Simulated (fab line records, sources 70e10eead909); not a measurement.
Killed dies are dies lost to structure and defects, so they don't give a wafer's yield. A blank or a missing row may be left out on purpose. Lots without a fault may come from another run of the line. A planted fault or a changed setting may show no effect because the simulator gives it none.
Which tool did it? | flow nand_harc | 24 lots, 72 wafers sampled, at 6 steps of a route of 1302

WHAT THE GAUGES READ, wafer by wafer
NHARC_A_CHANNEL_FILL_D2_THK_MEAS_06: measures by ellipsometry.
lot  | measured     | on            | thk_nm (nm)
L074 | day 15 02:13 | film_metro-01 | 5.1 6.8 6.0
L076 | day 16 00:09 | film_metro-02 | 5.2 4.5 6.1
L077 | day 16 05:47 | film_metro-02 | 3.6 5.4 5.6
L078 | day 16 11:51 | film_metro-01 | 5.9 6.0 4.6
L079 | day 17 01:54 | film_metro-01 | 4.9 4.8 5.5
L075 | day 17 21:43 | film_metro-01 | 6.2 4.7 6.0
L080 | day 18 04:50 | film_metro-02 | 6.1 5.7 2.7
L081 | day 17 21:43 | film_metro-02 | 5.5 5.4 4.5
L082 | day 18 04:50 | film_metro-01 | 4.6 5.6 3.8
L084 | day 18 17:41 | film_metro-01 | 5.4 4.0 4.2
L083 | day 18 17:41 | film_metro-02 | 3.8 4.8 4.7
L085 | day 19 19:30 | film_metro-01 | 4.2 5.3 5.7
L086 | day 19 19:30 | film_metro-02 | 5.9 4.9 6.3
L087 | day 21 01:01 | film_metro-02 | 5.0 5.4 6.1
L088 | day 21 09:08 | film_metro-02 | 5.2 5.4 4.8
L090 | day 21 09:08 | film_metro-02 | 5.8 6.1 5.1
L089 | day 21 09:08 | film_metro-02 | 4.8 4.3 5.1
L091 | day 21 23:32 | film_metro-01 | 5.3 5.6 4.7
L092 | day 21 23:32 | film_metro-02 | 4.1 4.7 3.9
L093 | day 22 19:11 | film_metro-02 | 6.0 7.1 6.4
L094 | day 23 14:26 | film_metro-01 | 4.5 5.3 4.2
L095 | day 24 02:41 | film_metro-01 | 6.8 4.7 4.8
L096 | day 23 19:52 | film_metro-02 | 3.2 5.2 6.1
L097 | day 24 02:43 | film_metro-02 | 5.4 4.7 4.1

NHARC_A_CHANNEL_FILL_D2_INSPECT_13.
lot  | measured     | on                | raw_defect_count
L074 | day 15 14:20 | defect_inspect-02 | 357 373 507
L076 | day 16 12:02 | defect_inspect-01 | 384 339 467
L077 | day 16 18:11 | defect_inspect-02 | 261 310 262
L078 | day 17 00:13 | defect_inspect-02 | 308 214 343
L079 | day 17 13:52 | defect_inspect-02 | 384 238 282
L075 | day 18 09:46 | defect_inspect-01 | 385 538 378
L080 | day 18 19:58 | defect_inspect-01 | 451 421 321
L081 | day 18 09:43 | defect_inspect-02 | 450 365 496
L082 | day 18 16:44 | defect_inspect-02 | 266 252 272
L084 | day 19 05:35 | defect_inspect-02 | 465 365 539
L083 | day 19 05:45 | defect_inspect-02 | 294 343 481
L085 | day 20 08:13 | defect_inspect-01 | 295 363 221
L086 | day 20 08:15 | defect_inspect-01 | 270 404 298
L087 | day 21 12:57 | defect_inspect-02 | 440 485 252
L088 | day 21 21:41 | defect_inspect-02 | 425 395 529
L090 | day 21 21:52 | defect_inspect-02 | 250 292 208
L089 | day 21 21:41 | defect_inspect-01 | 389 312 367
L091 | day 22 11:27 | defect_inspect-01 | 612 542 591
L092 | day 22 11:23 | defect_inspect-02 | 263 275 258
L093 | day 23 07:13 | defect_inspect-02 | 493 435 361
L094 | day 24 02:33 | defect_inspect-01 | 345 620 432
L095 | day 24 14:49 | defect_inspect-01 | 415 382 490
L096 | day 24 07:52 | defect_inspect-02 | 191 331 329
L097 | day 24 14:59 | defect_inspect-01 | 400 715 367

WHICH TOOL RAN EACH LOT (tool, then ch and the chambers of the sampled wafers, then the start)
lot  | NHARC_A_ONON_D1_DEP_33          | NHARC_A_CHANNEL_HOLE_D1_DEP_01  | NHARC_A_CHANNEL_FILL_D1_ALD_02   | NHARC_A_CHANNEL_HOLE_D2_ETCH_24
L074 | pecvd-03 ch 0,2, day 8 10:50    | pecvd-02 ch 0,2, day 8 13:19    | ald_hk-04 ch 0,1,3, day 8 21:30  | har_etch-02 ch 0,1, day 13 07:50
L076 | pecvd-04 ch 1,2, day 9 04:48    | pecvd-04 ch 1,2, day 9 13:35    | ald_hk-04 ch 0,1, day 9 21:35    | har_etch-01 ch 0,1, day 14 07:35
L077 | pecvd-01 ch 1,2, day 9 11:01    | pecvd-02 ch 0,2, day 9 15:19    | ald_hk-01 ch 1,2, day 9 23:32    | har_etch-02 ch 1, day 14 10:38
L078 | pecvd-04 ch 0,1, day 9 18:50    | pecvd-02 ch 0,1, day 9 21:18    | ald_hk-02 ch 0,2, day 10 05:14   | har_etch-01 ch 0, day 14 19:16
L079 | pecvd-04 ch 0,1, day 10 11:15   | pecvd-04 ch 1,2, day 10 14:16   | ald_hk-01 ch 1,3, day 10 22:14   | har_etch-01 ch 0,1, day 15 08:58
L075 | pecvd-01 ch 0,1,2, day 10 18:28 | pecvd-01 ch 0,1,2, day 10 23:38 | ald_hk-01 ch 0,1,2, day 11 09:40 | har_etch-02 ch 0,1, day 16 05:05
L080 | pecvd-04 ch 0,1,2, day 10 23:29 | pecvd-02 ch 1,2, day 11 02:15   | ald_hk-01 ch 0,1, day 11 13:40   | har_etch-02 ch 0,1, day 16 09:46
L081 | pecvd-03 ch 0,2, day 11 05:35   | pecvd-01 ch 0,1, day 11 10:12   | ald_hk-02 ch 0,1,2, day 11 18:03 | har_etch-01 ch 0,1, day 16 04:50
L082 | pecvd-03 ch 0,1,2, day 11 10:53 | pecvd-01 ch 0,1, day 11 16:21   | ald_hk-02 ch 0,1,2, day 12 01:14 | har_etch-01 ch 0,1, day 16 13:10
L084 | pecvd-03 ch 0,1, day 12 07:16   | pecvd-01 ch 1,2, day 12 09:44   | ald_hk-01 ch 1,2,3, day 12 18:02 | har_etch-01 ch 0,1, day 17 03:42
L083 | pecvd-01 ch 0,1,2, day 12 07:23 | pecvd-02 ch 0,2, day 12 09:50   | ald_hk-02 ch 0,2, day 12 18:22   | har_etch-01 ch 0,1, day 16 23:33
L085 | pecvd-01 ch 0,2, day 13 04:12   | pecvd-02 ch 1,2, day 13 07:56   | ald_hk-02 ch 1,2,3, day 13 16:07 | har_etch-02 ch 0, day 18 02:01
L086 | pecvd-01 ch 0,1,2, day 13 08:01 | pecvd-01 ch 0,2, day 13 10:30   | ald_hk-04 ch 0,1,3, day 13 22:35 | har_etch-01 ch 0, day 18 03:04
L087 | pecvd-04 ch 0,1, day 14 06:20   | pecvd-04 ch 1,2, day 14 08:50   | ald_hk-02 ch 1,2,3, day 14 16:47 | har_etch-02 ch 0,1, day 19 09:05
L088 | pecvd-03 ch 0,2, day 14 06:34   | pecvd-02 ch 1,2, day 14 10:45   | ald_hk-02 ch 0,2,3, day 15 00:54 | har_etch-02 ch 0,1, day 19 18:17
L090 | pecvd-01 ch 0,2, day 14 18:44   | pecvd-01 ch 0,2, day 14 21:23   | ald_hk-04 ch 1,2, day 15 07:26   | har_etch-02 ch 0,1, day 19 14:14
L089 | pecvd-04 ch 1,2, day 14 18:47   | pecvd-02 ch 0,1, day 14 21:20   | ald_hk-04 ch 0,1,2, day 15 09:28 | har_etch-01 ch 0,1, day 19 16:46
L091 | pecvd-03 ch 0,2, day 15 03:10   | pecvd-01 ch 1,2, day 15 08:20   | ald_hk-01 ch 0,2,3, day 15 20:35 | har_etch-01 ch 0,1, day 20 08:12
L092 | pecvd-04 ch 1,2, day 15 13:24   | pecvd-04 ch 1,2, day 15 15:55   | ald_hk-01 ch 0,2,3, day 15 23:59 | har_etch-02 ch 0,1, day 20 07:31
L093 | pecvd-04 ch 0,1, day 16 01:29   | pecvd-04 ch 0,2, day 16 04:05   | ald_hk-01 ch 0,3, day 16 12:50   | har_etch-01 ch 0,1, day 21 00:54
L094 | pecvd-01 ch 1,2, day 16 18:14   | pecvd-02 ch 1,2, day 17 01:24   | ald_hk-04 ch 2,3, day 17 12:32   | har_etch-02 ch 0, day 21 22:22
L095 | pecvd-01 ch 0,2, day 17 01:20   | pecvd-02 ch 0,2, day 17 07:01   | ald_hk-01 ch 0,1, day 17 20:07   | har_etch-01 ch 0,1, day 22 06:56
L096 | pecvd-03 ch 0,1,2, day 17 06:25 | pecvd-02 ch 0,1, day 17 08:57   | ald_hk-02 ch 1,2, day 17 19:55   | har_etch-02 ch 0, day 22 02:31
L097 | pecvd-01 ch 0,2, day 17 15:44   | pecvd-01 ch 0,1,2, day 17 18:11 | ald_hk-04 ch 0,2,3, day 18 02:31 | har_etch-01 ch 1, day 22 12:22
- NHARC_A_ONON_D1_DEP_33: deposits SiO2, target thk 200 nm.
- NHARC_A_CHANNEL_HOLE_D1_DEP_01: deposits SiON, target thk 140 nm.
- NHARC_A_CHANNEL_FILL_D1_ALD_02: deposits SiO2, target thk 6 nm, pulse time 10 s, ald cycles 60.
- NHARC_A_CHANNEL_HOLE_D2_ETCH_24: etches the open film in C4F8/O2/Ar, time 906.2 s, target depth 1500 nm.

WHAT THE TOOLS THEMSELVES READ (means of the sampled wafers that have a number; where no wafer has one, the mark that the record gives instead)
NHARC_A_ONON_D1_DEP_33.
lot  | tool     | heater_power_w (W) | throttle_valve_pct (%)
L074 | pecvd-03 | 471                | 16.0
L076 | pecvd-04 | 439                | 16.3
L077 | pecvd-01 | 517                | 16.2
L078 | pecvd-04 | 495                | 15.9
L079 | pecvd-04 | 511                | 16.1
L075 | pecvd-01 | 645                | 16.0
L080 | pecvd-04 | 538                | 16.1
L081 | pecvd-03 | 525                | 15.8
L082 | pecvd-03 | 559                | 16.0
L084 | pecvd-03 | 562                | 15.8
L083 | pecvd-01 | 634                | 16.3
L085 | pecvd-01 | 675                | 16.3
L086 | pecvd-01 | 596                | 16.2
L087 | pecvd-04 | 590                | 15.4
L088 | pecvd-03 | 469                | 16.0
L090 | pecvd-01 | 705                | 15.4
L089 | pecvd-04 | 442                | 15.9
L091 | pecvd-03 | 450                | 16.1
L092 | pecvd-04 | 529                | 16.4
L093 | pecvd-04 | 483                | 15.9
L094 | pecvd-01 | 499                | 16.2
L095 | pecvd-01 | 707                | 15.5
L096 | pecvd-03 | 498                | 15.9
L097 | pecvd-01 | 605                | 16.0

NHARC_A_CHANNEL_HOLE_D1_DEP_01.
lot  | tool     | heater_power_w (W)
L074 | pecvd-02 | 726
L076 | pecvd-04 | 667
L077 | pecvd-02 | 677
L078 | pecvd-02 | 725
L079 | pecvd-04 | 717
L075 | pecvd-01 | 781
L080 | pecvd-02 | 814
L081 | pecvd-01 | 856
L082 | pecvd-01 | 950
L084 | pecvd-01 | 722
L083 | pecvd-02 | 783
L085 | pecvd-02 | 757
L086 | pecvd-01 | 915
L087 | pecvd-04 | 647
L088 | pecvd-02 | 755
L090 | pecvd-01 | 794
L089 | pecvd-02 | 821
L091 | pecvd-01 | 744
L092 | pecvd-04 | 627
L093 | pecvd-04 | 787
L094 | pecvd-02 | 800
L095 | pecvd-02 | 785
L096 | pecvd-02 | 774
L097 | pecvd-01 | 822

NHARC_A_CHANNEL_FILL_D1_ALD_02.
lot  | tool      | heater_power_w (W) | precursor_pulse_height_rel
L074 | ald_hk-04 | 461                | 0.990
L076 | ald_hk-04 | 496                | 0.994
L077 | ald_hk-01 | 385                | 1.016
L078 | ald_hk-02 | 442                | 0.998
L079 | ald_hk-01 | 418                | 0.996
L075 | ald_hk-01 | 403                | 1.002
L080 | ald_hk-01 | 386                | 1.009
L081 | ald_hk-02 | 419                | 1.012
L082 | ald_hk-02 | 424                | 1.003
L084 | ald_hk-01 | 405                | 0.987
L083 | ald_hk-02 | 446                | 0.979
L085 | ald_hk-02 | 432                | 1.000
L086 | ald_hk-04 | 451                | 0.994
L087 | ald_hk-02 | 432                | 1.020
L088 | ald_hk-02 | 465                | 1.016
L090 | ald_hk-04 | 465                | 1.004
L089 | ald_hk-04 | 463                | 1.023
L091 | ald_hk-01 | 422                | 0.993
L092 | ald_hk-01 | 420                | 1.002
L093 | ald_hk-01 | 446                | 1.010
L094 | ald_hk-04 | 406                | 1.004
L095 | ald_hk-01 | 382                | 1.021
L096 | ald_hk-02 | 411                | 0.991
L097 | ald_hk-04 | 429                | 1.004

NHARC_A_CHANNEL_HOLE_D2_ETCH_24.
lot  | tool        | c4f8_flow_sccm (sccm) | drypump_motor_current_A (A) | o2_flow_sccm (sccm) | showerhead_plenum_p_Torr (Torr) | throttle_valve_pct (%)
L074 | har_etch-02 | 93.60                 | 5.6                         | 31.23               | 3.66                            | 32.231
L076 | har_etch-01 | 93.99                 | 5.9                         | 31.25               | 3.62                            | 32.228
L077 | har_etch-02 | 94.12                 | 5.2                         | 31.11               | 3.65                            | 32.236
L078 | har_etch-01 | 93.96                 | 6.2                         | 31.19               | 3.54                            | 32.236
L079 | har_etch-01 | 93.71                 | 6.1                         | 31.16               | 3.57                            | 32.227
L075 | har_etch-02 | 93.97                 | 5.5                         | 31.27               | 3.64                            | 32.229
L080 | har_etch-02 | 93.97                 | 6.0                         | 31.26               | 3.63                            | 32.235
L081 | har_etch-01 | 93.70                 | 5.9                         | 31.13               | 3.60                            | 32.240
L082 | har_etch-01 | 93.68                 | 5.9                         | 31.25               | 3.60                            | 32.235
L084 | har_etch-01 | 93.92                 | 6.1                         | 31.13               | 3.55                            | 32.230
L083 | har_etch-01 | 93.33                 | 6.1                         | 31.22               | 3.56                            | 32.243
L085 | har_etch-02 | 93.67                 | 6.4                         | 31.23               | 3.62                            | 32.229
L086 | har_etch-01 | 93.69                 | 6.2                         | 31.13               | 3.51                            | 32.246
L087 | har_etch-02 | 94.24                 | 5.5                         | 31.18               | 3.62                            | 32.235
L088 | har_etch-02 | 94.04                 | 5.6                         | 31.21               | 3.61                            | 32.232
L090 | har_etch-02 | 93.92                 | 5.5                         | 31.13               | 3.62                            | 32.237
L089 | har_etch-01 | 94.25                 | 6.1                         | 31.26               | 3.53                            | 32.229
L091 | har_etch-01 | 93.79                 | 6.1                         | 31.27               | 3.53                            | 32.234
L092 | har_etch-02 | 93.83                 | 6.0                         | 31.18               | 3.61                            | 32.228
L093 | har_etch-01 | 93.79                 | 5.9                         | 31.18               | 3.56                            | 32.235
L094 | har_etch-02 | 93.50                 | 6.4                         | 31.35               | 3.60                            | 32.231
L095 | har_etch-01 | 93.56                 | 6.1                         | 31.23               | 3.52                            | 32.236
L096 | har_etch-02 | 93.92                 | 6.5                         | 31.30               | 3.60                            | 32.235
L097 | har_etch-01 | 93.93                 | 5.8                         | 31.10               | 3.59                            | 32.235

THE ANSWER, worked out from the rows above alone
Rule: what is usual is taken from the lots themselves. Put in order of their means at a reading, lots are off if they are a third of the lots or fewer, leave a main group of 4 or more, and stand apart from it by a gap of 3 or more times the standard deviation of the main group's means; of several such gaps the widest counts. A main group whose means are all the same, to the digits that the tables above print for the reading, isn't used. A lot without any number at a reading at which 4 lots or more have one is off too. The other lots that the step has rows for count as sound. The gauges are gone through in route order, then the tools' own readings, and for those a lot's mean is taken as printed above. The first step at which some lot is off is used, and at that step the reading that is off furthest; a lot without a number counts as furthest.
No lot is off at any reading shown: from this, nothing can be told.

WHAT THE SIMULATOR HAD PUT IN
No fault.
